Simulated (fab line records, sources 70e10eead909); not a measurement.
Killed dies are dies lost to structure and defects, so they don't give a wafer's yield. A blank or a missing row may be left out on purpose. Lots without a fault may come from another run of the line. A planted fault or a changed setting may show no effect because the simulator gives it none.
Which tool did it? | flow nand_harc | 12 lots, 36 wafers sampled, at 5 steps of a route of 1159

WHAT THE GAUGES READ, wafer by wafer
NHARC_END_SORT_01. Usual: killed_at_array 25, standard deviation 9.5; killed_at_other 0.8, standard deviation 1.2; killed_at_periphery 3.4, standard deviation 2.2; killed_dies 29, standard deviation 10; killed_open 3.3, standard deviation 1.8; killed_short 2.1, standard deviation 1.4.
lot  | measured     | on        | killed_at_array | killed_at_other | killed_at_periphery | killed_dies | killed_open | killed_short | flag
L149 | day 21 23:04 | prober-01 | 16 26 25        | 0 0 0           | 7 9 7               | 23 35 32    | 1 3 4       | 1 1 2        |
L145 | day 21 16:53 | prober-01 | 9 665 10        | 0 1 0           | 5 3 2               | 14 669 12   | 7 4 4       | 2 2 1        | OFF
L150 | day 22 00:49 | prober-02 | 28 38 42        | 1 0 0           | 1 3 2               | 30 41 44    | 2 3 4       | 0 2 3        |

WHICH TOOL RAN EACH LOT (tool, then ch and the chambers of the sampled wafers, then the start)
lot  | NHARC_A_CONTACT_DEP_29          | NHARC_THIN_TSV_PVD_51                   | NHARC_THIN_TSV_DESCUM_35           | NHARC_THIN_TSV_STRIP_56
L140 | pecvd-02 ch 0,1,2, day 16 06:59 | pvd_sputter-02, day 19 08:01 or earlier | rie_diel-01 ch 0,3, day 19 08:01   | plasma_asher-02 ch 0,1, day 19 08:51
L141 | pecvd-01 ch 1,2, day 16 14:58   | pvd_sputter-02, day 19 09:40 or earlier | rie_diel-01 ch 0,1,3, day 19 09:40 | plasma_asher-01 ch 0,1, day 19 10:08
L144 | pecvd-02 ch 0,1,2, day 16 18:08 | pvd_sputter-02, day 19 10:19 or earlier | rie_diel-01 ch 1,2, day 19 10:19   | plasma_asher-02 ch 0,1, day 19 10:47
L149 | pecvd-04 ch 0,2, day 18 13:13   | pvd_sputter-01, day 21 08:06 or earlier | rie_diel-13 ch 0,3, day 21 08:06   | plasma_asher-01 ch 0,1, day 21 08:38
L145 | pecvd-02 ch 0,1,2, day 18 17:01 | pvd_sputter-01, day 21 06:49 or earlier | rie_diel-13 ch 0,2, day 21 06:49   | plasma_asher-01 ch 0, day 21 07:22
L150 | pecvd-04 ch 0,1,2, day 18 19:11 | pvd_sputter-01, day 21 10:27 or earlier | rie_diel-01 ch 1,3, day 21 10:27   | plasma_asher-01 ch 0,1, day 21 11:02
L153 | pecvd-01 ch 0,1,2, day 19 02:58 | pvd_sputter-01, day 21 14:09 or earlier | rie_diel-13 ch 0,1, day 21 14:09   | plasma_asher-02 ch 1, day 21 14:41
L155 | pecvd-04 ch 0,1,2, day 20 15:50 | pvd_sputter-03, day 23 13:34 or earlier | rie_diel-05 ch 2,3, day 23 13:34   | plasma_asher-01 ch 0,1, day 23 15:16
L158 | pecvd-04 ch 1,2, day 21 03:48   | pvd_sputter-03, day 23 19:48 or earlier | rie_diel-13 ch 0,1,2, day 23 19:48 | plasma_asher-02 ch 0,1, day 23 20:20
L160 | pecvd-04 ch 0,1,2, day 21 22:44 | pvd_sputter-03, day 24 14:53 or earlier | rie_diel-13 ch 1,2,3, day 24 14:53 | plasma_asher-02 ch 0,1, day 24 15:23
L162 | pecvd-04 ch 0,1,2, day 22 04:32 | pvd_sputter-01, day 24 19:53 or earlier | rie_diel-05 ch 0,1,2, day 24 19:53 | plasma_asher-02 ch 0,1, day 24 20:25
L163 | pecvd-01 ch 0,1,2, day 22 04:50 | pvd_sputter-01, day 24 17:15 or earlier | rie_diel-01 ch 1,2,3, day 24 17:15 | plasma_asher-02 ch 0,1, day 24 17:51
- NHARC_A_CONTACT_DEP_29: deposits SiON, target thk 70 nm.
- NHARC_THIN_TSV_PVD_51: deposits Cu, target thk 100 nm.
- NHARC_THIN_TSV_DESCUM_35: chemistry O2, time 3 s.
- NHARC_THIN_TSV_STRIP_56: strips in O2.

WHAT THE TOOLS THEMSELVES READ (means of the sampled wafers that have a number; where no wafer has one, the mark that the record gives instead)
NHARC_A_CONTACT_DEP_29. Usual: heater_power_w 725 W, standard deviation 100; susceptor_temp_C 400.01 C, standard deviation 0.22.
lot  | tool     | heater_power_w (W) | susceptor_temp_C (C) | flag
L140 | pecvd-02 | 767                | 399.97               |
L141 | pecvd-01 | 877                | 399.78               |
L144 | pecvd-02 | 764                | 399.99               |
L149 | pecvd-04 | 649                | 400.02               |
L145 | pecvd-02 | 717                | 399.85               |
L150 | pecvd-04 | 669                | 399.98               |
L153 | pecvd-01 | 812                | 399.97               |
L155 | pecvd-04 | 688                | 400.21               |
L158 | pecvd-04 | 773                | 400.11               |
L160 | pecvd-04 | 679                | 400.09               |
L162 | pecvd-04 | 627                | 399.92               |
L163 | pecvd-01 | 760                | 400.11               |

NHARC_THIN_TSV_PVD_51. Usual: throttle_valve_pct 29.6 %, standard deviation 0.94.
lot  | tool           | throttle_valve_pct (%) | flag
L140 | pvd_sputter-02 | 29.0                   |
L141 | pvd_sputter-02 | 28.7                   |
L144 | pvd_sputter-02 | 29.2                   |
L149 | pvd_sputter-01 | 30.1                   |
L145 | pvd_sputter-01 | 30.2                   |
L150 | pvd_sputter-01 | 30.4                   |
L153 | pvd_sputter-01 | 30.2                   |
L155 | pvd_sputter-03 | 29.9                   |
L158 | pvd_sputter-03 | 29.9                   |
L160 | pvd_sputter-03 | 31.0                   |
L162 | pvd_sputter-01 | 30.2                   |
L163 | pvd_sputter-01 | 29.4                   |

NHARC_THIN_TSV_DESCUM_35. Usual: chamber_pressure_mTorr 60.00 mTorr, standard deviation 0.053; drypump_motor_current_A 5.76 A, standard deviation 0.28; o2_flow_sccm 200.1 sccm, standard deviation 0.58; oes_product_au 1.002 a.u., standard deviation 0.01; rf_vpp_V 57.9 V, standard deviation 0.82; showerhead_plenum_p_Torr 1.96 Torr, standard deviation 0.077; throttle_valve_pct 11.311 %, standard deviation 0.0084.
lot  | tool        | chamber_pressure_mTorr (mTorr) | drypump_motor_current_A (A) | o2_flow_sccm (sccm) | oes_product_au (a.u.) | rf_vpp_V (V) | showerhead_plenum_p_Torr (Torr) | throttle_valve_pct (%) | flag
L140 | rie_diel-01 | 59.98                          | 5.46                        | 200.3               | 1.003                 | 59.3         | 1.97                            | 11.307                 |
L141 | rie_diel-01 | 59.98                          | 5.53                        | 199.8               | 1.000                 | 57.8         | 1.99                            | 11.310                 |
L144 | rie_diel-01 | 60.03                          | 5.85                        | 200.2               | 0.994                 | 58.1         | 2.00                            | 11.313                 |
L149 | rie_diel-13 | 60.01                          | 6.00                        | 200.4               | 0.998                 | 57.6         | 1.99                            | 11.310                 |
L145 | rie_diel-13 | 60.00                          | 5.69                        | 200.2               | 0.997                 | 57.4         | 1.88                            | 11.312                 |
L150 | rie_diel-01 | 59.99                          | 5.56                        | 200.2               | 0.991                 | 57.8         | 2.01                            | 11.308                 |
L153 | rie_diel-13 | 59.98                          | 5.68                        | 199.6               | 1.018                 | 57.5         | 1.97                            | 11.311                 |
L155 | rie_diel-05 | 59.99                          | 5.97                        | 200.4               | 1.006                 | 58.3         | 1.91                            | 11.316                 |
L158 | rie_diel-13 | 59.99                          | 5.69                        | 200.9               | 1.008                 | 57.1         | 1.92                            | 11.313                 |
L160 | rie_diel-13 | 59.98                          | 5.88                        | 200.5               | 0.995                 | 58.2         | 1.99                            | 11.307                 |
L162 | rie_diel-05 | 60.03                          | 5.93                        | 200.5               | 1.006                 | 57.0         | 1.90                            | 11.312                 |
L163 | rie_diel-01 | 60.02                          | 5.60                        | 200.4               | 0.994                 | 58.3         | 2.01                            | 11.314                 |

NHARC_THIN_TSV_STRIP_56. Usual: drypump_motor_current_A 5.8 A, standard deviation 0.62; heater_power_w 330 W, standard deviation 31; temp_c 250.01 C, standard deviation 0.16.
lot  | tool            | drypump_motor_current_A (A) | heater_power_w (W) | temp_c (C) | flag
L140 | plasma_asher-02 | 5.5                         | 301                | 249.94     |
L141 | plasma_asher-01 | 5.8                         | 338                | 250.12     |
L144 | plasma_asher-02 | 6.1                         | 305                | 249.86     |
L149 | plasma_asher-01 | 5.9                         | 346                | 250.05     |
L145 | plasma_asher-01 | 5.6                         | 385                | 249.94     |
L150 | plasma_asher-01 | 5.9                         | 346                | 249.99     |
L153 | plasma_asher-02 | 4.9                         | 291                | 250.00     |
L155 | plasma_asher-01 | 5.7                         | 364                | 249.92     |
L158 | plasma_asher-02 | 6.1                         | 314                | 250.01     |
L160 | plasma_asher-02 | 6.1                         | 319                | 250.12     |
L162 | plasma_asher-02 | 5.5                         | 316                | 250.13     |
L163 | plasma_asher-02 | 6.1                         | 315                | 249.76     |

THE ANSWER, worked out from the rows above alone
Rule: a lot is off if the mean of its wafers that have a number lies more than 3 standard deviations from the usual mean. A lot without any number at a reading at which 4 lots or more have one is off too. The other lots that the step has rows for count as sound. The gauges are gone through in route order, then the tools' own readings, and for those a lot's mean is taken as printed above. The first step at which some lot is off is used, and at that step the reading that is off furthest; a lot without a number counts as furthest.
Off: L145, at NHARC_END_SORT_01 (killed_at_array). Neither off nor sound, because the step has no rows for them: L140, L141, L144, L153, L155, L158, L160, L162, L163.
A tool fits if, at a process step before that reading, it ran every lot that is off, and no sound lot after the first of them. The gauges at NHARC_END_SORT_01 are tried like those tools. NHARC_THIN_TSV_PVD_51 gives no start for some lots, so the hours and the order of its lots are those of NHARC_THIN_TSV_DESCUM_35. One fits: pecvd-02 at NHARC_A_CONTACT_DEP_29. It ran no sound lot before its first lot that is off in this sample, so the start can't be narrowed down.
The tool's own readings at NHARC_A_CONTACT_DEP_29 bear it out: on the lots that are off they differ by more than 5 times the standard deviation of the sound lots' means. heater_power_w reads 717 W there against 659 W on the sound lots; susceptor_temp_C reads 399.85 C there against 400.00 C on the sound lots.

WHAT THE SIMULATOR HAD PUT IN
Process parameter drift: pecvd-02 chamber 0, from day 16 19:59 on, at NHARC_A_CONTACT_DEP_29. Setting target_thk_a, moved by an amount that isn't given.
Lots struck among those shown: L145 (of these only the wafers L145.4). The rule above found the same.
